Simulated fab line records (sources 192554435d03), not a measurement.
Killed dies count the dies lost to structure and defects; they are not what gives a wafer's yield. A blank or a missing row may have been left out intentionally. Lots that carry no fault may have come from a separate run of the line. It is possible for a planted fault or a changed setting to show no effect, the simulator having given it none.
Comparing a struck lot with a sound one -- flow n5Finfet -- 16 steps out of a route of 1938
Sound: wafers L661.1, L661.3, L661.4. Wafers L673.1, L673.2, L673.3 were the ones struck. The cause is named last.
Each step with rows lists, per side, the tool, then ch with its chambers, then its first start. Under that, the readings that differ: sound wafers -- struck wafers -- difference of the means -- sigmas: that difference in standard deviations of wafers without a fault.
alike: words and numbers the same on both sides, and readings whose means are apart by under 2 such deviations; not compared: readings that were withheld, readings missing a value for some wafer, numbers with overlapping values and no deviation given by the record, and bounds like >300 which may hide the same value.
Wherever a step has rows on one side only, a row that says differs or no value, or a row with sigmas, the two part there. Non-overlapping numbers with no deviation appear without sigmas and do not part them. A reading missing from all wafers of one side parts the sides only when that side holds two or more wafers.

N5_WELL_APT_DESCUM_30: chemistry O2, time 7.9 s.
  sound on rieDiel-04 ch 1,2,3, day 3 09:05; struck on rieDiel-02 ch 1,2,3, day 6 11:40
  alike: drypumpMotorCurrentA, oesProductAu, rfVppV, showerheadPlenumPTorr, throttleValvePct
  not compared: rfHoursCounterH
then, 3 steps without rows for these wafers: N5_WELL_APT_IMPLANT_31; N5_WELL_APT_IMPLANT_32; N5_WELL_APT_STRIP_33 (strips in SPM, time 900 s).
N5_WELL_APT_RTA_34: time 10 s.
  sound on rtpAnneal-02 ch 0, day 3 10:02; struck on rtpAnneal-02 ch 0, day 6 12:27
  alike: lampPowerPct, lamp_zone_5_pct, lamp_zone_7_pct, wafer_temp_C_max
then, 4 steps without rows for these wafers: N5_WELL_APT_OXIDE_STRIP_42 (strips SiO2 in dHF, time 45 s, target depth 12 nm); N5_WELL_APT_PRECLEAN_36 (cleans in O3/DIW, time 45 s); N5_WELL_APT_PRECLEAN_39 (cleans in dHF, time 60 s); N5_WELL_APT_SRD_37 (time 30 s).
N5_WELL_APT_EPI_41: deposits Si from SiH4/H2, target thk 50 nm, time 297.7 s.
  sound on epiRpcvd-04 ch 0, day 3 10:16; struck on epiRpcvd-01 ch 0, day 6 12:42
  alike: throttleValvePct
N5_WELL_APT_INSPECT_38: inspects for defects (darkfield).
  struck on defectInspect-02, day 6 13:32; sound on defectInspect-01, day 3 10:55
  alike: rawDefectCount
N5_PMOS_HMC_CHANNEL_EPI_HM_DEP_34: deposits SiO2 from TEOS/O2, target thk 36 nm, time 6.9 s.
  sound on pecvd-01 ch 0,1, day 3 10:56; struck on pecvd-03 ch 0,1,2, day 6 13:34
reading,sound,struck,difference,sigmas
showerheadPlenumPTorr (Torr),8.26 8.31 8.31,8.41 8.37 8.36,+0.09,+2
  alike: heaterPowerOuterW, heaterPowerW, throttleValvePct
N5_PMOS_HMC_CHANNEL_EPI_COAT_31: time 60 s, resist thk 66 nm.
  sound on lithoTrack-05 ch 0, day 3 11:00; struck on lithoTrack-05 ch 0, day 6 13:37
reading,sound,struck,difference,sigmas
heaterPowerTotalW (W),390.4 389.7 391.1,419.9 420.7 423.8,+31.1,+24
plateTempC (C),205.09 205.10 205.08,217.46 217.59 217.52,+12.43,+73
then, 1 step without rows for these wafers: N5_PMOS_HMC_CHANNEL_EPI_COAT_03 (resist thk 205 nm).
-- a jump in the record: the struck wafers' starts before and after are 7 days apart (it breaks off in module PMOS_HMC_CHANNEL_EPI and resumes in module BEOL_M4, where the first step shown is number 1111 of the route) --
N5_BEOL_M4_RC_MEAS_101:
  sound on prober-01 ch 0, day 9 16:58; struck on prober-01 ch 0, day 13 01:43
  alike: DIBL_N, DIBL_P, IOFF_N, IOFF_P, ION_N, ION_P, SS_N, SS_P, VT_N, VT_P
-- here the record skips 4 days between the struck wafers' starts before and after, leaving off in module BEOL_M4 and picking up in module PASSIVATION (first step shown: number 1936 of the route) --
N5_PASSIVATION_PROBE_49:
  struck on prober-01, day 17 10:08; sound on prober-01, day 14 03:14
reading,sound,struck,difference,sigmas
killedAtFrontEnd,27 15 21,43 61 59,+33,+3
  alike: defectLimitedYield, killed_at_M0_to_M3, killed_at_M4_up, killedAtContacts, killedAtOther, killedDies, killedOpen, killedShort, sort_bin_5_function, sort_bin_6_memory, sortNPass, sortYieldPct

WHERE THEY PART
At N5_PMOS_HMC_CHANNEL_EPI_HM_DEP_34 first; at N5_PASSIVATION_PROBE_49 last (within this record only).

WHY: what the simulator had put in
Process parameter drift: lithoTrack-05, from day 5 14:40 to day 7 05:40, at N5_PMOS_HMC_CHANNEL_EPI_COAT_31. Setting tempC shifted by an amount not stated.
